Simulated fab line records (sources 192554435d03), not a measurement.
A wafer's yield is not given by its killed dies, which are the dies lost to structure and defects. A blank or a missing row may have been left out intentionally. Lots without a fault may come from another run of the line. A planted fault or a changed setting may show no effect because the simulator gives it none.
Chamber matching / flow n5_finfet / rie_diel-03 running N5_BEOL_M11_ETCH_61: 4 sister chambers
The step etches SiARC in CF4, target depth 39 nm, time 65 s. 4 wafers are shown with their chamber, then 7 later ones without.

WAFERS WITH THEIR CHAMBER
wafer=L082.6; chamber=1; throttle_valve_pct (%)=15.88
wafer=L080.4; chamber=3; throttle_valve_pct (%)=15.14
wafer=L084.1; chamber=0; throttle_valve_pct (%)=15.50
wafer=L084.3; chamber=2; throttle_valve_pct (%)=15.50

WAFERS MISSING THEIR CHAMBER
wafer=L084.6; throttle_valve_pct (%)=15.13
wafer=L094.2; throttle_valve_pct (%)=15.55
wafer=L094.4; throttle_valve_pct (%)=15.18
wafer=L094.6; throttle_valve_pct (%)=15.57
wafer=L096.2; throttle_valve_pct (%)=15.19
wafer=L096.4; throttle_valve_pct (%)=15.43
wafer=L096.6; throttle_valve_pct (%)=15.57

EACH ONE'S CHAMBER
wafer=L084.6; from the rows above=3; in truth=3
wafer=L094.2; from the rows above=can't be placed: 0 or 2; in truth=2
wafer=L094.4; from the rows above=3; in truth=3
wafer=L094.6; from the rows above=can't be placed: 0 or 2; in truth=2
wafer=L096.2; from the rows above=3; in truth=3
wafer=L096.4; from the rows above=can't be placed: 0 or 2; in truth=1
wafer=L096.6; from the rows above=can't be placed: 0 or 2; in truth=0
3 of 7 placed correctly. From these rows, 4 cannot be placed; in 3 the true chamber is one of the candidates. Number placed wrongly: 0.
How it was worked out, from the rows above alone: a wafer's distance from a chamber is the root of the sum, over the readings, of the square of ((its reading less the chamber's mean) divided by the reading's scatter). If the next closest chamber is less than 2 further off than the closest, the wafer can't be placed; otherwise it belongs to the closest. The mean given for a chamber averages the wafers shown for that chamber. The scatter: root of mean squared gap, hidden wafer to nearest shown wafer, with one shown wafer a chamber.
